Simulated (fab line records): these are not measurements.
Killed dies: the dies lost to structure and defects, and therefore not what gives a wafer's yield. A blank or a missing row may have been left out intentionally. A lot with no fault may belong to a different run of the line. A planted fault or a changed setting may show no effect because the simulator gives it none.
Split-lot trial    flow n5 finfet    21 wafers read across 7 lots, on a route 1938 steps long

SPLIT DETAILS
At N5_BEOL_M6_ETCH_66 (etches SOC in N2/H2, target depth 80 nm, overetch 16 nm, time 120 s), the setting source w was moved away from the recipe's 840 W on 7 of the 21 wafers read, by -5.7% to +13.9%. The other wafers ran this setting at the recipe's value.

The reading is taken at the split's own step.

THE READING
rf vpp V, in V, at N5_BEOL_M6_ETCH_66 (etches SOC in N2/H2, target depth 80 nm, overetch 16 nm, time 120 s). Typical for fault-free wafers on this fab line: 525.5 V, with standard deviation 2.1 V.

wafer   tool, chamber at the split  source w as run, W  against the recipe  rf vpp V, V  against lot-mates on the recipe
L075.1  rie diel-03, 3              840                 recipe              520.5        -
L075.2  rie diel-03, 0              933.4               +11.1%              506.9        -16.1
L075.4  rie diel-03, 1              840                 recipe              525.5        -
L081.1  rie diel-01, 2              840                 recipe              526.8        -
L081.3  rie diel-01, 1              840                 recipe              528.4        -
L081.6  rie diel-01, 0              840                 recipe              526.5        -
L083.2  rie diel-03, 3              792                 -5.7%               529.7        +6.7
L083.5  rie diel-03, 3              840                 recipe              521.0        -
L083.6  rie diel-03, 2              840                 recipe              525.1        -
L084.1  rie diel-03, 2              933.1               +11.1%              505.8        -17.8
L084.2  rie diel-03, 1              840                 recipe              526.2        -
L084.4  rie diel-03, 3              840                 recipe              521.0        -
L085.4  rie diel-06, 0              840                 recipe              524.7        -
L085.5  rie diel-06, 1              840                 recipe              526.0        -
L085.6  rie diel-06, 2              840                 recipe              523.0        -
L089.3  rie diel-01, 3              840                 recipe              525.2        -
L089.4  rie diel-01, 1              948.3               +12.9%              507.4        -17.8
L089.5  rie diel-01, 0              948.3               +12.9%              507.1        -18.1
L091.1  rie diel-01, 0              957                 +13.9%              505.0        -21.8
L091.3  rie diel-01, 2              840                 recipe              526.8        -
L091.5  rie diel-01, 3              957                 +13.9%              501.4        -25.4

FIT RESULTS
A straight line over all 21 wafers: rf vpp V changes by -1.47 V for each +1% of source w; r = -0.97; the points scatter about the line by 2.4 V.
The same after taking each lot's own level away (the mean of its wafers on the recipe; 21 wafers): -1.52 V for each +1%; r = -0.98; scatter 1.9 V.
According to that fit, moving source w by its largest amount changes the reading by 21 V.
From 523.00 to 527.23 V: that is the span of the lots' own levels, equal to 2.0 times the standard deviation above.
So the lot-to-lot level changes the slope little: the two slopes agree.
Check: for one of the wafers moved furthest among these (+13.9%), held out of the fit, the line's prediction against its lot-mates is -21.3 V. It came out at -21.8 V against them.
Tool readings at the split's step, against how far the setting was moved: rf vpp V r = -0.97.

OTHER SPLITS APPLIED TO THESE WAFERS
Before the reading, these wafers also passed through other splits. Each is held against what the fit with the lots' levels taken away leaves over:
other split on the same wafers    wafers away from the commonest value  r with rf vpp V (lot level and that fit taken away)
N5_BEOL_M4_EXPOSE_08 dose mj      8                                     +0.22
N5_BEOL_M4_DESCUM_16 time s       10                                    -0.08
N5_BEOL_M4_TRENCH_ETCH_37 bias w  5                                     -0.52
N5_BEOL_M5_ETCH_68 time s         4                                     +0.21
N5_BEOL_M5_ETCH_41 source w       6                                     -0.23

FILE'S OWN FIT
rf vpp V changes by -1.52 V for each +1% of source w, r = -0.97.
